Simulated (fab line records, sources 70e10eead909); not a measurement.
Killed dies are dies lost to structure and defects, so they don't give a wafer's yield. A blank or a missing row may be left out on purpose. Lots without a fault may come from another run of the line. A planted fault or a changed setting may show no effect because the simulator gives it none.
Which tool did it? | flow nand_harc | 24 lots, 72 wafers sampled, at 4 steps of a route of 1302

WHAT THE GAUGES READ, wafer by wafer
NHARC_A_SGD_CUT_OVL_MEAS_10. Usual: overlay_x_nm 0.1 nm, standard deviation 0.78; overlay_y_nm 0.0 nm, standard deviation 0.71.
lot  | measured     | on         | overlay_x_nm (nm) | overlay_y_nm (nm) | flag
L075 | day 19 13:32 | overlay-02 | 1.6 1.3 1.5       | 0.4 0.4 1.4       |
L074 | day 19 19:10 | overlay-02 | 1.1 1.8 1.7       | -0.8 -0.9 -1.1    |
L077 | day 20 00:47 | overlay-02 | 0.4 0.8 1.1       | 0.7 0.7 0.1       |
L076 | day 20 00:58 | overlay-02 | 0.3 0.9 0.2       | -0.3 -0.3 -0.4    |
L078 | day 20 21:49 | overlay-01 | -0.6 0.3 0.2      | 0.9 1.2 1.2       |
L080 | day 21 23:18 | overlay-02 | 0.4 0.7 0.7       | -0.9 -0.8 -0.6    |
L079 | day 22 01:16 | overlay-02 | 0.8 1.1 0.8       | -0.6 -0.2 -1.0    |
L081 | day 22 07:37 | overlay-02 | -0.4 -0.7 -0.8    | 0.9 0.7 1.0       |
L083 | day 23 05:45 | overlay-01 | -0.6 -0.8 -1.1    | 0.5 0.8 0.7       |
L082 | day 23 06:15 | overlay-01 | 0.0 -0.1 0.0      | -0.7 -0.7 -0.9    |
L085 | day 23 19:58 | overlay-01 | -0.2 -0.5 -0.4    | 1.2 1.5 0.7       |
L084 | day 23 20:11 | overlay-01 | 0.2 0.6 0.4       | -0.6 0.0 -0.4     |
L086 | day 24 00:05 | overlay-02 | 0.2 0.2 0.0       | -0.3 -0.2 -0.2    |
L087 | day 24 00:19 | overlay-01 | 0.4 0.1 0.5       | 0.3 0.0 0.0       |
L088 | day 25 05:00 | overlay-02 | -0.1 -0.9 -0.4    | -1.4 -0.8 -0.7    |
L089 | day 25 05:13 | overlay-01 | -0.7 -1.0 -1.0    | -1.1 -0.8 -1.2    |
L090 | day 26 12:51 | overlay-01 | -1.6 -1.8 -1.1    | 0.2 -0.5 -0.2     |
L091 | day 26 13:09 | overlay-02 | -0.9 -0.3 -0.7    | 0.4 0.2 0.1       |
L094 | day 27 08:20 | overlay-02 | 0.2 -0.4 0.0      | 0.3 0.5 0.6       |
L092 | day 27 08:34 | overlay-01 | 0.8 0.4 0.8       | 0.4 0.3 0.2       |
L093 | day 27 08:35 | overlay-02 | 0.1 0.5 0.5       | 0.4 0.2 0.5       |
L096 | day 28 08:43 | overlay-01 | 0.3 0.2 0.2       | -0.3 -0.6 -0.7    |
L095 | day 28 08:44 | overlay-02 | 0.1 0.4 0.1       | 0.3 -0.6 -0.1     |
L097 | day 28 16:30 | overlay-02 | -0.7 -0.3 -0.9    | 0.4 0.7 0.1       |

NHARC_A_SLIT_INSPECT_11. Usual: raw_defect_count 55, standard deviation 33.
lot  | measured     | on                | raw_defect_count | flag
L075 | day 20 05:20 | defect_inspect-02 | 115 104 126      |
L074 | day 20 08:59 | defect_inspect-01 | 21 26 34         |
L077 | day 20 17:27 | defect_inspect-02 | 25 25 30         |
L076 | day 20 14:31 | defect_inspect-01 | 60 58 66         |
L078 | day 21 12:26 | defect_inspect-01 | 116 119 109      |
L080 | day 22 11:40 | defect_inspect-02 | 28 17 22         |
L079 | day 22 11:02 | defect_inspect-01 | 126 112 119      |
L081 | day 23 00:16 | defect_inspect-01 | 63 55 69         |
L083 | day 23 17:17 | defect_inspect-01 | 58 74 83         |
L082 | day 23 17:27 | defect_inspect-01 | 61 86 72         |
L085 | day 24 07:34 | defect_inspect-01 | 43 34 36         |
L084 | day 24 07:43 | defect_inspect-02 | 51 48 56         |
L086 | day 24 22:31 | defect_inspect-02 | 37 41 43         |
L087 | day 24 19:13 | defect_inspect-01 | 21 17 20         |
L088 | day 25 18:41 | defect_inspect-01 | 23 19 29         |
L089 | day 25 19:28 | defect_inspect-02 | 52 48 47         |
L090 | day 27 01:55 | defect_inspect-01 | 89 92 94         |
L091 | day 27 01:22 | defect_inspect-01 | 32 28 34         |
L094 | day 27 22:14 | defect_inspect-02 | 63 58 75         |
L092 | day 27 20:11 | defect_inspect-01 | 20 28 19         |
L093 | day 27 23:05 | defect_inspect-02 | 28 28 26         |
L096 | day 29 00:33 | defect_inspect-01 | 78 75 73         |
L095 | day 29 01:59 | defect_inspect-01 | 9 19 11          |
L097 | day 29 09:32 | defect_inspect-02 | 46 49 72         |

WHICH TOOL RAN EACH LOT (tool, then ch and the chambers of the sampled wafers, then the start)
lot  | NHARC_A_SGD_CUT_ETCH_59                       | NHARC_A_SGD_CUT_CMP_21
L075 | rie_diel-07 ch 1,2,3, day 19 19:45 or earlier | cmp-04 ch 0,1,2, day 19 19:45
L074 | rie_diel-01 ch 0,2,3, day 20 01:05 or earlier | cmp-01 ch 2,3, day 20 01:05
L077 | rie_diel-07 ch 0,3, day 20 06:49 or earlier   | cmp-03 ch 0,1,3, day 20 06:49
L076 | rie_diel-01 ch 1,2,3, day 20 06:49 or earlier | cmp-01 ch 0,1,2, day 20 06:49
L078 | rie_diel-01 ch 0,1,2, day 21 04:10 or earlier | cmp-04 ch 2,3, day 21 04:10
L080 | rie_diel-05 ch 0,1,2, day 22 05:29 or earlier | cmp-03 ch 0,2,3, day 22 05:29
L079 | rie_diel-05 ch 0,1,3, day 22 05:22 or earlier | cmp-03 ch 1,2,3, day 22 05:22
L081 | rie_diel-07 ch 0,1,3, day 22 18:43 or earlier | cmp-01 ch 2,3, day 22 18:43
L083 | rie_diel-07 ch 0,1,3, day 23 11:35 or earlier | cmp-01 ch 1,2,3, day 23 11:35
L082 | rie_diel-05 ch 0,1,3, day 23 11:35 or earlier | cmp-04 ch 0,1,3, day 23 11:35
L085 | rie_diel-01 ch 1,2,3, day 24 01:50 or earlier | cmp-04 ch 0,1,2, day 24 01:50
L084 | rie_diel-07 ch 0,1,3, day 24 01:50 or earlier | cmp-01 ch 2,3, day 24 01:50
L086 | rie_diel-05 ch 0,1, day 24 06:50 or earlier   | cmp-03 ch 1,2, day 24 06:50
L087 | rie_diel-07 ch 0,1,3, day 24 06:50 or earlier | cmp-01 ch 1,2, day 24 06:50
L088 | rie_diel-05 ch 0,3, day 25 11:12 or earlier   | cmp-03 ch 1,3, day 25 11:12
L089 | rie_diel-01 ch 0,1, day 25 11:11 or earlier   | cmp-04 ch 0,3, day 25 11:11
L090 | rie_diel-07 ch 0,1,2, day 26 19:32 or earlier | cmp-03 ch 1,2, day 26 19:32
L091 | rie_diel-01 ch 0,1, day 26 19:31 or earlier   | cmp-01 ch 1,2, day 26 19:31
L094 | rie_diel-01 ch 0,2,3, day 27 14:20 or earlier | cmp-01 ch 0,2,3, day 27 14:20
L092 | rie_diel-05 ch 0,1,3, day 27 14:18 or earlier | cmp-04 ch 0,1,2, day 27 14:18
L093 | rie_diel-05 ch 0,3, day 27 14:19 or earlier   | cmp-03 ch 0,2, day 27 14:19
L096 | rie_diel-05 ch 0,1,2, day 28 14:50 or earlier | cmp-01 ch 0,1,3, day 28 14:50
L095 | rie_diel-05 ch 0,1,2, day 28 14:49 or earlier | cmp-03 ch 0,1,3, day 28 14:49
L097 | rie_diel-07 ch 0,3, day 28 22:08 or earlier   | cmp-03 ch 0,2, day 28 22:08
- NHARC_A_SGD_CUT_ETCH_59: etches the open film in N2/H2, target depth 260 nm, time 406.25 s.
- NHARC_A_SGD_CUT_CMP_21: polishes, target thk 148.19 nm.

WHAT THE TOOLS THEMSELVES READ (means of the sampled wafers that have a number; where no wafer has one, the mark that the record gives instead)
NHARC_A_SGD_CUT_ETCH_59. Usual: drypump_motor_current_A 5.6 A, standard deviation 0.41; oes_product_au 0.996 a.u., standard deviation 0.011; rf_vpp_V 430.0 V, standard deviation 2.6; showerhead_plenum_p_Torr 2.02 Torr, standard deviation 0.089; throttle_valve_pct 14.171 %, standard deviation 0.0097.
lot  | tool        | drypump_motor_current_A (A) | oes_product_au (a.u.) | rf_vpp_V (V) | showerhead_plenum_p_Torr (Torr) | throttle_valve_pct (%) | flag
L075 | rie_diel-07 | 6.2                         | 1.000                 | 431.3        | 2.05                            | 14.176                 |
L074 | rie_diel-01 | 5.5                         | 0.987                 | 429.8        | 2.03                            | 14.179                 |
L077 | rie_diel-07 | 5.8                         | 1.002                 | 427.8        | 1.94                            | 14.166                 |
L076 | rie_diel-01 | 5.7                         | 0.986                 | 429.3        | 2.01                            | 14.173                 |
L078 | rie_diel-01 | 5.6                         | 0.990                 | 431.0        | 2.08                            | 14.166                 |
L080 | rie_diel-05 | 5.4                         | 0.988                 | 428.9        | 1.97                            | 14.171                 |
L079 | rie_diel-05 | 5.6                         | 0.994                 | 430.5        | 2.02                            | 14.177                 |
L081 | rie_diel-07 | 5.9                         | 1.009                 | 430.2        | 2.01                            | 14.184                 |
L083 | rie_diel-07 | 5.9                         | 0.999                 | 430.3        | 2.01                            | 14.176                 |
L082 | rie_diel-05 | 5.5                         | 0.998                 | 429.7        | 2.02                            | 14.169                 |
L085 | rie_diel-01 | 5.7                         | 0.993                 | 430.5        | 2.01                            | 14.172                 |
L084 | rie_diel-07 | 5.9                         | 1.010                 | 430.1        | 2.01                            | 14.169                 |
L086 | rie_diel-05 | 5.7                         | 1.001                 | 428.7        | 1.98                            | 14.179                 |
L087 | rie_diel-07 | 5.9                         | 1.011                 | 430.1        | 2.01                            | 14.174                 |
L088 | rie_diel-05 | 5.6                         | 1.004                 | 432.6        | 2.09                            | 14.174                 |
L089 | rie_diel-01 | 5.2                         | 0.982                 | 432.4        | 2.08                            | 14.170                 |
L090 | rie_diel-07 | 6.0                         | 1.003                 | 430.8        | 2.04                            | 14.162                 |
L091 | rie_diel-01 | 5.2                         | 1.003                 | 432.2        | 2.08                            | 14.168                 |
L094 | rie_diel-01 | 5.5                         | 1.001                 | 430.2        | 2.03                            | 14.174                 |
L092 | rie_diel-05 | 5.5                         | 0.992                 | 430.0        | 2.02                            | 14.173                 |
L093 | rie_diel-05 | 5.6                         | 0.978                 | 430.9        | 2.09                            | 14.166                 |
L096 | rie_diel-05 | 5.4                         | 0.990                 | 429.2        | 1.97                            | 14.165                 |
L095 | rie_diel-05 | 5.4                         | 0.985                 | 428.9        | 1.97                            | 14.170                 |
L097 | rie_diel-07 | 5.9                         | 1.011                 | 427.4        | 1.94                            | 14.169                 |

NHARC_A_SGD_CUT_CMP_21. Usual: motor_current_A 11.4 A, standard deviation 1.3; retaining_ring_pressure_frac 1.000, standard deviation 0.0047; time_to_endpoint_s 51 s, standard deviation 3.1.
lot  | tool   | motor_current_A (A) | retaining_ring_pressure_frac | time_to_endpoint_s (s) | flag
L075 | cmp-04 | 12.5                | 1.000                        | 49                     |
L074 | cmp-01 | 10.9                | 0.997                        | 56                     |
L077 | cmp-03 | 12.6                | 0.995                        | 53                     |
L076 | cmp-01 | 10.1                | 1.001                        | 49                     |
L078 | cmp-04 | 11.7                | 1.001                        | 49                     |
L080 | cmp-03 | 12.0                | 0.999                        | 52                     |
L079 | cmp-03 | 12.2                | 1.000                        | 49                     |
L081 | cmp-01 | 10.9                | 0.994                        | 51                     |
L083 | cmp-01 | 10.5                | 1.002                        | 52                     |
L082 | cmp-04 | 11.2                | 1.003                        | 50                     |
L085 | cmp-04 | 12.3                | 0.999                        | 50                     |
L084 | cmp-01 | 10.6                | 1.003                        | 48                     |
L086 | cmp-03 | 12.2                | 0.994                        | 50                     |
L087 | cmp-01 | 10.8                | 1.001                        | 52                     |
L088 | cmp-03 | 12.7                | 1.001                        | 52                     |
L089 | cmp-04 | 11.4                | 1.001                        | 50                     |
L090 | cmp-03 | 12.0                | 1.000                        | 50                     |
L091 | cmp-01 | 10.0                | 1.004                        | 51                     |
L094 | cmp-01 | 10.5                | 1.001                        | 54                     |
L092 | cmp-04 | 12.8                | 1.001                        | 49                     |
L093 | cmp-03 | 11.9                | 0.998                        | 52                     |
L096 | cmp-01 | 9.9                 | 1.000                        | 53                     |
L095 | cmp-03 | 12.3                | 1.001                        | 50                     |
L097 | cmp-03 | 12.0                | 0.999                        | 52                     |

THE ANSWER, worked out from the rows above alone
Rule: a lot is off if the mean of its wafers that have a number lies more than 3 standard deviations from the usual mean. A lot without any number at a reading at which 4 lots or more have one is off too. The other lots that the step has rows for count as sound. The gauges are gone through in route order, then the tools' own readings, and for those a lot's mean is taken as printed above. The first step at which some lot is off is used, and at that step the reading that is off furthest; a lot without a number counts as furthest.
No lot is off at any reading shown: from this, nothing can be told.

WHAT THE SIMULATOR HAD PUT IN
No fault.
